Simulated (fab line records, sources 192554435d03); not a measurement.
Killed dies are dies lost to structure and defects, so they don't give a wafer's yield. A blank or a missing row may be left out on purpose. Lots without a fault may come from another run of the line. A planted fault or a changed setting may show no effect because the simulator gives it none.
A struck lot beside a sound one | flow n5_finfet | 43 steps out of a route of 1938
Sound: wafers L614.1, L614.2, L614.4. Struck: wafers L624.2, L624.3, L624.5. The cause comes at the end.
At each step with rows: each side's tool, then ch and its chambers, then its first start. Under that, the readings that differ: sound wafers | struck wafers | difference of the means | sigmas: that difference in standard deviations of wafers without a fault.
alike: readings whose means differ by less than 2 such deviations, and words and numbers that are the same on both sides. not compared: withheld readings, readings that some wafer has no value for, bounds like >300 that may hide the same value, and numbers for which the record gives no deviation and whose values overlap.
The two part at a step that has a row with sigmas, a row that says differs or no value, or rows on one side only. Numbers that don't overlap but have no deviation are shown without sigmas and don't part them. A reading that every wafer of one side lacks parts them only if that side has two wafers or more.

first, 4 steps without rows for these wafers: N5_STI_FIN_REVEAL_ALD_14 (deposits Si3N4, target thk 3 nm); N5_STI_FIN_REVEAL_FCVD_FILL_01 (material SiO2 flowable, target thk 312 nm, time 512.2 s); N5_STI_FIN_REVEAL_DENSIFY_02 (time 1800 s); N5_STI_FIN_REVEAL_CMP_04 (polishes, stops on Si3N4, t overpolish 4 s, target thk 131.83 nm).
N5_STI_FIN_REVEAL_THK_MEAS_05:
  sound on film_metro-01, day 4 21:11; struck on film_metro-02, day 7 10:59
  alike: thk_nm
N5_STI_FIN_REVEAL_DENSIFY_30:
  sound on rtp_anneal-01 ch 0, day 4 21:13; struck on rtp_anneal-01 ch 0, day 7 11:25
  alike: lamp_power_pct, lamp_zone_4_pct
  not compared: wafer_temp_C_max
N5_STI_FIN_REVEAL_ETCHBACK_08: etches SiO2 in C4F6/O2, target depth 30.5 nm, time 10.167 s.
  sound on rie_diel-06 ch 0,2,3, day 4 21:25; struck on rie_diel-02 ch 1,2, day 7 11:39
  reading                     | sound       | struck      | difference | sigmas
  drypump_motor_current_A (A) | 5.8 4.9 5.0 | 6.7 6.1 6.8 | +1.3       | +2
  alike: oes_product_au, rf_vpp_V, showerhead_plenum_p_Torr, throttle_valve_pct
  not compared: rf_hours_counter_h
then, 5 steps without rows for these wafers: N5_STI_FIN_REVEAL_STRIP_24 (strips in N2/H2, time 90 s); N5_STI_FIN_REVEAL_PRECLEAN_25 (cleans in SPM, time 90 s); N5_STI_FIN_REVEAL_PRECLEAN_26 (cleans in SC1, time 45 s); N5_STI_FIN_REVEAL_PRECLEAN_29 (cleans in DHF, time 30 s); N5_STI_FIN_REVEAL_SRD_12 (time 30 s).
N5_STI_FIN_REVEAL_RECESS_09: chemistry HF/NH3, target SiO2, afs cycles 11, target depth 42.5 nm, sublimation time 60 s.
  sound on vapor_etch-02 ch 0,1, day 4 21:49; struck on vapor_etch-01 ch 0,1, day 7 11:54
  reading    | sound             | struck            | difference | sigmas
  temp_c (C) | 30.23 30.21 30.15 | 28.02 28.04 27.92 | -2.20      | -20
  alike: drypump_motor_current_A
then, 2 steps without rows for these wafers: N5_STI_FIN_REVEAL_STRIP_16 (strips SiNx in H3PO4, target depth 23.8 nm); N5_STI_FIN_REVEAL_PRECLEAN_17 (cleans in NF3:NH3, afs cycles 1, time 20 s, sublimation time 60 s).
N5_STI_FIN_REVEAL_ETCH_34: etches Si in H2, material Si, target depth 0.97 nm.
  sound on rie_si-03 ch 0,1,3, day 4 23:55; struck on rie_si-01 ch 0,2,3, day 7 14:00
  alike: drypump_motor_current_A, he_backside_leak_sccm, oes_product_au, throttle_valve_pct
  not compared: rf_hours_counter_h
N5_STI_FIN_REVEAL_OXIDATION_31: chemistry O2 PLASMA REMOTE, time 20 s.
  sound on plasma_asher-02 ch 0,1, day 4 23:58; struck on plasma_asher-02 ch 0, day 7 14:04
  alike: drypump_motor_current_A, heater_power_w
  not compared: rf_hours_counter_h
then, 3 steps without rows for these wafers: N5_STI_FIN_REVEAL_PRECLEAN_32 (cleans in NF3:NH3, afs cycles 1, time 20 s, sublimation time 60 s); N5_STI_FIN_REVEAL_STRIP_35 (strips Si3N4 in H3PO4, target depth 4 nm, time 39 s); N5_STI_FIN_REVEAL_SRD_21 (time 30 s).
N5_STI_FIN_REVEAL_OXIDATION_33: chemistry O2 PLASMA REMOTE, time 20 s.
  sound on plasma_asher-01 ch 0,1, day 5 00:19; struck on plasma_asher-02 ch 0,1, day 7 14:25
  alike: drypump_motor_current_A, heater_power_w
  not compared: rf_hours_counter_h
then, 2 steps without rows for these wafers: N5_STI_FIN_REVEAL_CLEAN_19 (cleans in O3/DIW, time 120 s); N5_STI_FIN_REVEAL_SRD_23 (time 30 s).
N5_STI_FIN_REVEAL_CD_MEAS_22: target cd 6.238 nm, pitch 28 nm.
  sound on cd_sem-02, day 5 00:29; struck on cd_sem-03, day 7 14:34
  alike: cd_nm
N5_STI_FIN_REVEAL_FIN_H_MEAS_10:
  sound on ocd-02, day 5 00:31; struck on ocd-02, day 7 14:36
  reading              | sound          | struck         | difference | sigmas
  trench_depth_nm (nm) | 51.4 51.5 51.7 | 55.2 54.3 55.2 | +3.4       | +5
then, 2 steps without rows for these wafers: N5_STI_FIN_REVEAL_PRECLEAN_18 (cleans in SC2, time 45 s); N5_STI_FIN_REVEAL_SRD_28 (time 30 s).
N5_STI_FIN_REVEAL_INSPECT_13: inspects for defects (darkfield).
  sound on defect_inspect-01, day 5 00:36; struck on defect_inspect-01, day 7 14:41
  alike: raw_defect_count
then, 7 steps without rows for these wafers: N5_DUMMY_GATE_PRECLEAN_00 (cleans in O3/DIW, time 60 s); N5_DUMMY_GATE_SRD_01 (time 30 s); N5_DUMMY_GATE_ALD_02 (deposits SiO2, target thk 2 nm, pulse time 1 s); N5_DUMMY_GATE_CVD_03 (deposits a-Si from SiH4, target thk 150 nm, time 8042 s); N5_DUMMY_GATE_PRECLEAN_46 (cleans in DIW, time 89.5 s); N5_DUMMY_GATE_SRD_47 (dry time 32 s); N5_DUMMY_GATE_CMP_04 (polishes a-Si).
N5_DUMMY_GATE_THK_MEAS_05:
  sound on film_metro-02, day 5 07:04; struck on film_metro-02, day 7 18:53
  alike: thk_nm
then, 6 steps without rows for these wafers: N5_DUMMY_GATE_HM_DEP_06 (deposits SiNx from DCS/NH3, target thk 80 nm, time 5141 s); N5_DUMMY_GATE_PECVD_30 (deposits SiO2 from TEOS/O2, target thk 55 nm, time 10.8 s); N5_DUMMY_GATE_COAT_34 (time 60 s, resist thk 60 nm); N5_DUMMY_GATE_COAT_35 (time 60 s, resist thk 10 nm); N5_DUMMY_GATE_COAT_28 (time 60 s, resist thk 10 nm); N5_DUMMY_GATE_COAT_09 (resist thk 30 nm).
-- the record jumps here: 6 days lie between the struck wafers' starts before and after (it left off in module DUMMY_GATE and takes up again in module BEOL_M4, whose first step shown is number 1111 of the route) --
N5_BEOL_M4_RC_MEAS_101:
  sound on prober-02 ch 0, day 11 21:07; struck on prober-02 ch 0, day 13 08:22
  reading       | sound       | struck      | difference | sigmas
  ION_N (uA/um) | 665 659 671 | 704 714 723 | +49        | +4
  ION_P (uA/um) | 462 451 465 | 477 480 488 | +22        | +3
  alike: DIBL_N, DIBL_P, IOFF_N, IOFF_P, SS_N, SS_P, VT_N, VT_P

WHERE THEY PART
First at N5_STI_FIN_REVEAL_ETCHBACK_08; last, within this record, at N5_BEOL_M4_RC_MEAS_101.

WHY: what the simulator had put in
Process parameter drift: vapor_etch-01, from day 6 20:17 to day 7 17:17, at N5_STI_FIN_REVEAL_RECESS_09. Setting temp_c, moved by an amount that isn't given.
